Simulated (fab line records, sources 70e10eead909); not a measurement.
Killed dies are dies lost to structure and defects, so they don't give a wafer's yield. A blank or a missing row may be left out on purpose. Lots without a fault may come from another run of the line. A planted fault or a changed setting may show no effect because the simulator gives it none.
Which tool did it? | flow nand_harc | 24 lots, 72 wafers sampled, at 2 steps of a route of 1302

WHAT THE GAUGES READ, wafer by wafer
NHARC_A_ONON_D2_THK_MEAS_11: measures by ellipsometry.
lot  | measured     | on            | thk_nm (nm)
L074 | day 12 19:21 | film_metro-02 | 1012 1012 1011
L075 | day 12 19:23 | film_metro-01 | 1006 1007 1007
L076 | day 13 17:05 | film_metro-02 | 992 992 991
L077 | day 14 01:38 | film_metro-01 | 1008 1005 1006
L078 | day 14 12:40 | film_metro-02 | 998 999 997
L079 | day 14 20:20 | film_metro-01 | 1008 1008 1006
L080 | day 14 20:31 | film_metro-02 | 998 997 998
L081 | day 14 20:20 | film_metro-02 | 1025 1025 1024
L082 | day 15 22:19 | film_metro-01 | 996 998 997
L084 | day 16 17:54 | film_metro-01 | 989 988 989
L083 | day 16 17:41 | film_metro-01 | 991 991 991
L085 | day 16 20:50 | film_metro-01 | 1011 1011 1008
L086 | day 17 10:25 | film_metro-02 | 978 980 979
L088 | day 18 08:03 | film_metro-02 | 1007 1006 1006
L087 | day 18 07:56 | film_metro-01 | 978 978 976
L090 | day 19 05:58 | film_metro-02 | 1010 1010 1009
L089 | day 19 05:47 | film_metro-01 | 992 990 991
L091 | day 19 18:43 | film_metro-01 | 992 990 991
L092 | day 20 12:58 | film_metro-01 | 996 995 995
L093 | day 20 13:02 | film_metro-02 | 998 997 1000
L094 | day 21 08:52 | film_metro-01 | 992 992 990
L095 | day 21 09:04 | film_metro-02 | 1028 1030 1027
L097 | day 21 22:06 | film_metro-01 | 972 972 973
L096 | day 21 22:15 | film_metro-02 | 1009 1008 1010

WHICH TOOL RAN EACH LOT (tool, then ch and the chambers of the sampled wafers, then the start)
lot  | NHARC_A_CHANNEL_FILL_D1_CMP_10
L074 | cmp-04 ch 0,1,3, day 11 04:34
L075 | cmp-01 ch 0,1,2, day 11 04:34
L076 | cmp-04 ch 1,2,3, day 11 21:36
L077 | cmp-04 ch 0,3, day 12 09:37
L078 | cmp-04 ch 1,2, day 12 15:26
L079 | cmp-04 ch 1,2,3, day 13 03:51
L080 | cmp-04 ch 1,2, day 13 06:35
L081 | cmp-01 ch 1,2,3, day 13 06:35
L082 | cmp-01 ch 1,2,3, day 14 04:16
L084 | cmp-04 ch 0,2,3, day 14 22:23
L083 | cmp-01 ch 0,1,2, day 14 22:26
L085 | cmp-04 ch 0,2, day 15 07:02
L086 | cmp-03 ch 0,1,2, day 15 20:08
L088 | cmp-03 ch 0,1,3, day 16 19:04
L087 | cmp-01 ch 0,1, day 16 19:05
L090 | cmp-03 ch 1,2,3, day 17 14:44
L089 | cmp-01 ch 0,1,3, day 17 14:51
L091 | cmp-03 ch 0,2, day 18 04:53
L092 | cmp-04 ch 2,3, day 18 20:37
L093 | cmp-03 ch 0,1,3, day 19 01:01
L094 | cmp-03 ch 0,1,2, day 19 07:25
L095 | cmp-01 ch 0,1,2, day 19 16:07
L097 | cmp-04 ch 0,2,3, day 20 02:31
L096 | cmp-01 ch 0,3, day 20 02:32
- NHARC_A_CHANNEL_FILL_D1_CMP_10: polishes, target thk 150 nm.

WHAT THE TOOLS THEMSELVES READ (means of the sampled wafers that have a number; where no wafer has one, the mark that the record gives instead)
NHARC_A_CHANNEL_FILL_D1_CMP_10.
lot  | tool   | motor_current_A (A) | time_to_endpoint_s (s)
L074 | cmp-04 | 12.7                | 12.7
L075 | cmp-01 | 13.8                | 13.8
L076 | cmp-04 | 12.6                | 12.0
L077 | cmp-04 | 12.3                | 13.3
L078 | cmp-04 | 12.3                | 14.1
L079 | cmp-04 | 12.6                | 16.6
L080 | cmp-04 | 12.4                | 10.3
L081 | cmp-01 | 12.7                | 14.2
L082 | cmp-01 | 13.1                | 12.2
L084 | cmp-04 | 12.2                | 15.9
L083 | cmp-01 | 13.5                | 10.7
L085 | cmp-04 | 11.9                | 14.4
L086 | cmp-03 | 12.2                | 15.4
L088 | cmp-03 | 13.1                | 18.1
L087 | cmp-01 | 13.0                | 14.3
L090 | cmp-03 | 12.8                | 15.2
L089 | cmp-01 | 12.6                | 13.7
L091 | cmp-03 | 11.1                | 16.6
L092 | cmp-04 | 12.4                | 11.8
L093 | cmp-03 | 13.4                | 15.4
L094 | cmp-03 | 12.1                | 15.9
L095 | cmp-01 | 13.1                | 13.0
L097 | cmp-04 | 12.3                | 14.7
L096 | cmp-01 | 11.6                | 14.2

THE ANSWER, worked out from the rows above alone
Rule: what is usual is taken from the lots themselves. Put in order of their means at a reading, lots are off if they are a third of the lots or fewer, leave a main group of 4 or more, and stand apart from it by a gap of 3 or more times the standard deviation of the main group's means; of several such gaps the widest counts. A main group whose means are all the same, to the digits that the tables above print for the reading, isn't used. A lot without any number at a reading at which 4 lots or more have one is off too. The other lots that the step has rows for count as sound. The gauges are gone through in route order, then the tools' own readings, and for those a lot's mean is taken as printed above. The first step at which some lot is off is used, and at that step the reading that is off furthest; a lot without a number counts as furthest.
No lot is off at any reading shown: from this, nothing can be told.

WHAT THE SIMULATOR HAD PUT IN
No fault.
